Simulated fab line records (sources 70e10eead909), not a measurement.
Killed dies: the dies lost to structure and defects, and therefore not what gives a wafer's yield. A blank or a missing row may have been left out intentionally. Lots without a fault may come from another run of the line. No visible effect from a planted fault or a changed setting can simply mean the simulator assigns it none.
Comparing a struck lot with a sound one	flow nand harc	39 out of 1302 route steps
Sound: the wafers L361.3, L361.4, L361.6. The struck wafers were L371.1, L371.4, L371.6. The cause is named last.
Order at every step that has rows: each side's tool, ch and its chambers, its first start. Under that, the readings that differ: sound wafers	struck wafers	difference of the means	sigmas: that difference in standard deviations of wafers without a fault.
alike: readings with means less than 2 such deviations apart, plus words and numbers identical on both sides. not compared: withheld readings, readings lacking a value on some wafer, bounds such as >300 that could conceal the same value, and numbers that have no deviation in the record and whose values overlap.
The two part at a step that has a row with sigmas, a row that says differs or no value, or rows on one side only. When numbers do not overlap yet have no deviation, they are printed without sigmas and do not part them. Lack of a reading on every wafer of one side parts them only where that side has two or more wafers.

first, 12 steps without rows for these wafers: NHARC_A_CHANNEL_FILL_D1_ALD_02 (deposits SiO2, target thk 6 nm, pulse time 10 s, ald cycles 60); NHARC_A_CHANNEL_FILL_D1_ALD_03 (deposits SiNx, target thk 6 nm, pulse time 60 s, ald cycles 58); NHARC_A_CHANNEL_FILL_D1_ALD_14 (deposits SiO2, target thk 2.5 nm, pulse time 10 s, ald cycles 25); NHARC_A_CHANNEL_FILL_D1_ALD_15 (deposits SiNx, target thk 2 nm, pulse time 60 s, ald cycles 19); NHARC_A_CHANNEL_FILL_D1_ALD_16 (deposits SiO2, target thk 1.5 nm, pulse time 10 s, ald cycles 15); NHARC_A_CHANNEL_FILL_D1_ANNEAL_17 (time 1800 s); NHARC_A_CHANNEL_FILL_D1_CVD_18 (deposits poly-Si, target thk 3 nm); NHARC_A_CHANNEL_FILL_D1_ETCHBACK_19 (etches the open film in HBr/Cl2, target depth 5 nm, time 1.7 s); NHARC_A_CHANNEL_FILL_D1_ETCHBACK_20 (etches the open film in C4F8/O2/Ar, target depth 27 nm, time 13.5 s); NHARC_A_CHANNEL_FILL_D1_STRIP_28 (strips in O2, time 20 s); NHARC_A_CHANNEL_FILL_D1_PRECLEAN_21 (cleans in dHF, time 30 s); NHARC_A_CHANNEL_FILL_D1_SRD_23.
NHARC_A_CHANNEL_FILL_D1_CVD_05: deposits poly-Si, target thk 5 nm.
  sound on lpcvd poly-01 ch 0, day 14 13:20; struck on lpcvd poly-01 ch 0, day 19 03:14
reading	sound	struck	difference	sigmas
spike tc centre C (C)	550.8 551.1 552.2	563.7 564.7 563.6	+12.6	+9
spike tc lower C (C)	548.3 548.2 549.7	561.6 561.1 561.6	+12.7	+9
spike tc top C (C)	571.9 570.9 572.6	583.0 583.4 584.7	+11.9	+6
spike tc upper C (C)	548.7 548.2 548.1	560.8 562.4 562.4	+13.5	+10
then, 24 steps without rows for these wafers: NHARC_A_CHANNEL_FILL_D1_ANNEAL_22 (time 7200 s); NHARC_A_CHANNEL_FILL_D1_ALD_25 (deposits SiOx, target thk 60 nm, pulse time 10 s, ald cycles 600); NHARC_A_CHANNEL_FILL_D1_ETCHBACK_08 (etches the open film in C4F8, target depth 220 nm, time 110 s); NHARC_A_CHANNEL_FILL_D1_STRIP_29 (strips in O2, time 20 s); NHARC_A_CHANNEL_FILL_D1_PRECLEAN_30 (cleans in dHF, time 30 s); NHARC_A_CHANNEL_FILL_D1_SRD_31; NHARC_A_CHANNEL_FILL_D1_CVD_09 (deposits poly-Si, target thk 150 nm, time 3000 s); NHARC_A_CHANNEL_FILL_D1_CMP_10 (polishes, target thk 150 nm); NHARC_A_CHANNEL_FILL_D1_SRD_12; NHARC_A_DECK1_JOINT_ETCHBACK_07 (etches the open film in HBr, target depth 105 nm, time 26.9 s); NHARC_A_DECK1_JOINT_ETCH_25 (etches SiO2 in dHF, target depth 0.5 nm); NHARC_A_DECK1_JOINT_ETCH_19 (etches poly-Si in TMAH, target depth 3 nm); NHARC_A_DECK1_JOINT_ETCH_18 (etches SiO2 in dHF, target depth 3 nm); NHARC_A_DECK1_JOINT_WET_08 (chemistry H3PO4, time 86 s); NHARC_A_DECK1_JOINT_ETCH_09 (etches SiO2 in dHF, target depth 5 nm); NHARC_A_DECK1_JOINT_WET_10 (chemistry H3PO4, time 86 s); NHARC_A_DECK1_JOINT_ETCH_11 (etches SiO2 in dHF, target depth 35 nm); NHARC_A_DECK1_JOINT_CVD_12 (deposits poly-Si, target thk 90 nm, time 1800 s); NHARC_A_DECK1_JOINT_CMP_13 (polishes, target thk 51.023 nm); NHARC_A_DECK1_JOINT_SRD_04; NHARC_A_DECK1_JOINT_ETCHBACK_00 (etches the open film in HBr, target depth 30 nm, time 17.4 s); NHARC_A_DECK1_JOINT_PRECLEAN_30 (cleans in SC1); NHARC_A_DECK1_JOINT_SRD_31; NHARC_A_DECK1_JOINT_CVD_34 (deposits SiNx, target thk 20 nm).
-- the record jumps here: 15 days lie between the struck wafers' starts before and after (it left off in module A_DECK1_JOINT and takes up again in module END, whose first step shown is number 1301 of the route) --
NHARC_END_WLT_00:
  struck on prober-02, day 33 17:05; sound on prober-01, day 28 17:50
reading	sound	struck	difference	sigmas
VT_DECK1_BOTTOM	0.871 0.863 0.880	0.931 0.932 0.943	+0.064	+8
VT_DECK1_BOTTOM_INNER	0.877 0.871 0.882	0.936 0.935 0.936	+0.059	+8
VT_DECK1_MEDIAN_NEAR_BOTTOM	0.872 0.867 0.879	0.933 0.927 0.947	+0.063	+8
VT_DECK1_MEDIAN_NEAR_BOTTOM_INNER	0.875 0.866 0.882	0.937 0.931 0.936	+0.060	+8
VT_DECK1_MIDDLE	0.889 0.887 0.890	0.959 0.950 0.956	+0.066	+9
VT_DECK1_MIDDLE_INNER	0.887 0.887 0.892	0.949 0.961 0.951	+0.065	+10
VT_DECK1_TOP	0.902 0.901 0.903	0.966 0.967 0.976	+0.068	+10
VT_DECK1_TOP_INNER	0.905 0.897 0.895	0.964 0.962 0.975	+0.068	+11
VT_DECK2_MIDDLE_INNER	0.891 0.890 0.885	0.869 0.872 0.876	-0.016	-2
  alike: VT_DECK2_BOTTOM, VT_DECK2_BOTTOM_INNER, VT_DECK2_MEDIAN_NEAR_BOTTOM, VT_DECK2_MEDIAN_NEAR_BOTTOM_INNER, VT_DECK2_MIDDLE, VT_DECK2_TOP, VT_DECK2_TOP_INNER
  not compared: hold
NHARC_END_SORT_01:
  sound on prober-01 ch 0, day 28 21:28; struck on prober-02 ch 0, day 33 22:57
reading	sound	struck	difference	sigmas
hold	- - -	await dispo/2.9h/release await dispo/2.9h/release await dispo/2.9h/release	no value on the sound wafers	
  alike: killed at array, killed at other, killed at periphery, killed dies, killed open, killed short

WHERE THEY PART
Last at NHARC_END_SORT_01 as far as this record goes, first at NHARC_A_CHANNEL_FILL_D1_CVD_05.

WHY: what had been put in by the simulator
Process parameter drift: lpcvd poly-01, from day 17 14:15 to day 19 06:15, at NHARC_A_CHANNEL_FILL_D1_CVD_05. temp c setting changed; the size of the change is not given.
